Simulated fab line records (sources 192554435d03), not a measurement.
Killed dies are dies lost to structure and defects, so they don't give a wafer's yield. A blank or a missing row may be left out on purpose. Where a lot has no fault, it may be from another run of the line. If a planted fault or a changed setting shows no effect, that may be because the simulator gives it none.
Struck lot and sound lot, side by side    flow n5 finfet    44 steps out of a route of 1938
Sound: wafers L892.1, L892.3, L892.4. Struck: wafer L902.1 (left out: L902.6, a lot-mate that was not struck); the cause follows at the end.
Each step with rows lists, per side, the tool, then ch with its chambers, then its first start. Under that, the readings that differ: sound wafers    struck wafers    difference of the means    sigmas: that difference in standard deviations of wafers without a fault.
alike: readings with means less than 2 such deviations apart, plus words and numbers identical on both sides. not compared: withheld readings, readings lacking a value on some wafer, bounds such as >300 that could conceal the same value, and numbers that have no deviation in the record and whose values overlap.
Wherever a step has rows on one side only, a row that says differs or no value, or a row with sigmas, the two part there. Numbers that have no deviation but don't overlap get no sigmas and don't part them. A reading that every wafer of one side lacks parts them only if that side has two wafers or more.

first, 1 step without rows for these wafers: N5_BEOL_M3_ANNEAL_95 (time 240 s).
N5_BEOL_M3_SPUTTER_96: material Cu, target thk 4.5 nm, time 8.29 s.
  sound on pvd sputter-01, day 8 00:17; struck on pvd sputter-01, day 10 16:06
  alike: throttle valve pct
then, 3 steps without rows for these wafers: N5_BEOL_M3_ECD_50 (material Cu, target thk 300 nm); N5_BEOL_M3_ANNEAL_51 (time 90 s); N5_BEOL_M3_CMP_52 (polishes, stops on SiOC, t overpolish 6.8 s, target thk 40 nm).
N5_BEOL_M3_THK_MEAS_53: measures by xrf.
  sound on film metro-02, day 8 01:08; struck on film metro-02, day 10 16:53
  alike: M3_THK
then, 4 steps without rows for these wafers: N5_BEOL_M3_PRE_CLEAN_60 (time 15 s); N5_BEOL_M3_CO_CAP_55 (material Co, precursor CCTBA/H2, target thk 2 nm, time 102.1 s); N5_BEOL_M3_PRE_CLEAN_56 (time 15 s); N5_BEOL_M3_DEP_57 (deposits SiCN from 3MS/NH3, target thk 8 nm, time 14 s).
N5_BEOL_M3_RS_MEAS_58: measurement is done with a four-point probe.
  sound on film metro-01, day 8 01:24; struck on film metro-02, day 10 17:09
  alike: M3_RS
N5_BEOL_M3_INSPECT_59: inspects for defects (darkfield).
  sound on defect inspect-02, day 8 01:25; struck on defect inspect-02, day 10 17:10
  alike: raw defect count
N5_BEOL_M4_ILD_DEP_00: deposits SiOC from DEMS/O2, target thk 79 nm, time 15.3 s.
  sound on pecvd-03 ch 0,1, day 8 01:28; struck on pecvd-03 ch 1, day 10 17:13
reading                                       sound         struck  difference  sigmas
model.SiOC_of_BEOL_M4_ILD_DEP_00.thk nm (nm)  80 79.8 81.4  53.6    -26.8       
  alike: heater power w, showerhead plenum p Torr, throttle valve pct
N5_BEOL_M4_THK_MEAS_01:
  sound on film metro-01, day 8 01:32; struck on film metro-02, day 10 17:18
reading          sound           struck  difference  sigmas
M4_ILD_THK (nm)  79.9 79.8 81.5  53.6    -26.8       -27
then, 11 steps without rows for these wafers: N5_BEOL_M4_PECVD_72 (deposits SiO2 from TEOS/O2, target thk 16 nm, time 18 s); N5_BEOL_M4_HM_DEP_02 (deposits TiN, target thk 20 nm); N5_BEOL_M4_COAT_61 (time 60 s, resist thk 60 nm); N5_BEOL_M4_COAT_62 (time 60 s, resist thk 12 nm); N5_BEOL_M4_COAT_73 (time 60 s, resist thk 5 nm); N5_BEOL_M4_COAT_05 (resist thk 30 nm); N5_BEOL_M4_EBR_07; N5_BEOL_M4_SOFTBAKE_06 (time 60 s); N5_BEOL_M4_EXPOSE_08 (exposes mask M4); N5_BEOL_M4_PEB_09 (peb time 60 s); N5_BEOL_M4_DEVELOP_10 (develop time 30 s).
N5_BEOL_M4_CD_MEAS_11 targets a cd of 16.79 nm.
  sound on cd sem-03 ch 0, day 8 02:08; struck on cd sem-02 ch 0, day 10 20:22
  alike: cd nm
N5_BEOL_M4_OVL_MEAS_12:
  sound on overlay-01 ch 0, day 8 02:10; struck on overlay-01 ch 0, day 10 20:24
  alike: M4_OVL
N5_BEOL_M4_INSPECT_13: inspects for defects (brightfield).
  sound on defect inspect-01, day 8 02:14; struck on defect inspect-01, day 10 20:28
  alike: raw defect count
then, 2 steps without rows for these wafers: N5_BEOL_M4_DESCUM_16 (chemistry O2, time 7 s); N5_BEOL_M4_ETCH_74 (etches underlayer in N2/H2, target depth 6.5 nm, time 5.2 s).
N5_BEOL_M4_ETCH_63: etches SiARC in CF4, target depth 15.6 nm, time 26 s.
  sound on rie diel-06 ch 0,1,2, day 8 03:16; struck on rie diel-05 ch 0, day 10 20:33
reading                sound           struck  difference  sigmas
etch rf on time s (s)  25.4 26.2 26.2  25.0    -0.9        -2
  alike: drypump motor current A, oes product au, rf vpp V, showerhead plenum p Torr, throttle valve pct
  not compared: rf hours counter h
then, 3 steps without rows for these wafers: N5_BEOL_M4_ETCH_64 (etches SOC in N2/H2, target depth 75 nm, overetch 22.5 nm, time 121.9 s); N5_BEOL_M4_STRIP_65 (strips in N2/H2); N5_BEOL_M4_STRIP_75 (strips in N2/H2).
N5_BEOL_M4_STRIP_66: strips in CF4.
  sound on rie diel-06 ch 0,1,2, day 8 03:25; struck on rie diel-05 ch 0, day 10 20:43
  alike: bias power w, drypump motor current A, oes product au, rf vpp V, showerhead plenum p Torr, throttle valve pct
  not compared: rf hours counter h
N5_BEOL_M4_HM_OPEN_17: chemistry Cl2/BCl3, target TiN, target depth 20 nm, overetch 6 nm.
  sound on rie metal-02 ch 0,1, day 8 03:28; struck on rie metal-02 ch 0, day 10 20:45
  alike: drypump motor current A, oes product au, throttle valve pct
  not compared: rf hours counter h
N5_BEOL_M4_STRIP_19: strips in O2.
  sound on rie diel-06 ch 1,2,3, day 8 03:37; struck on rie diel-06 ch 0, day 10 20:53
reading                 sound       struck  difference  sigmas
rf hours counter h (h)  114 88 202  226     +91         
  alike: drypump motor current A, oes product au, rf vpp V, showerhead plenum p Torr, throttle valve pct
N5_BEOL_M4_CD_MEAS_18: pitch 36 nm, target cd 18 nm.
  sound on cd sem-01, day 8 03:41; struck on cd sem-01, day 10 20:58
  alike: cd nm
then, 4 steps without rows for these wafers: N5_BEOL_M4_COAT_67 (time 60 s, resist thk 60 nm); N5_BEOL_M4_COAT_68 (time 60 s, resist thk 12 nm); N5_BEOL_M4_COAT_76 (time 60 s, resist thk 5 nm); N5_BEOL_M4_COAT_22 (resist thk 30 nm).
N5_BEOL_M4_CMP_52: polishes, stops on SiOC, t overpolish 6.8 s, target thk 40 nm.
  sound on cmp-03 ch 0,2,3, day 8 13:53; struck on cmp-03 ch 0, day 11 06:06
reading                                       sound         struck  difference  sigmas
model.SiOC_of_BEOL_M4_ILD_DEP_00.thk nm (nm)  77 76.8 78.4  50.6    -26.8       
  alike: edge zone pressure frac, motor current A
N5_BEOL_M4_RC_MEAS_101:
  the record has rows for the sound wafers here (prober-02 ch 0, day 8 14:29) and none for the struck ones

== WHERE THEY PART ==
First at N5_BEOL_M4_THK_MEAS_01; last, within this record, at N5_BEOL_M4_RC_MEAS_101.

WHY: whatever the simulator had introduced
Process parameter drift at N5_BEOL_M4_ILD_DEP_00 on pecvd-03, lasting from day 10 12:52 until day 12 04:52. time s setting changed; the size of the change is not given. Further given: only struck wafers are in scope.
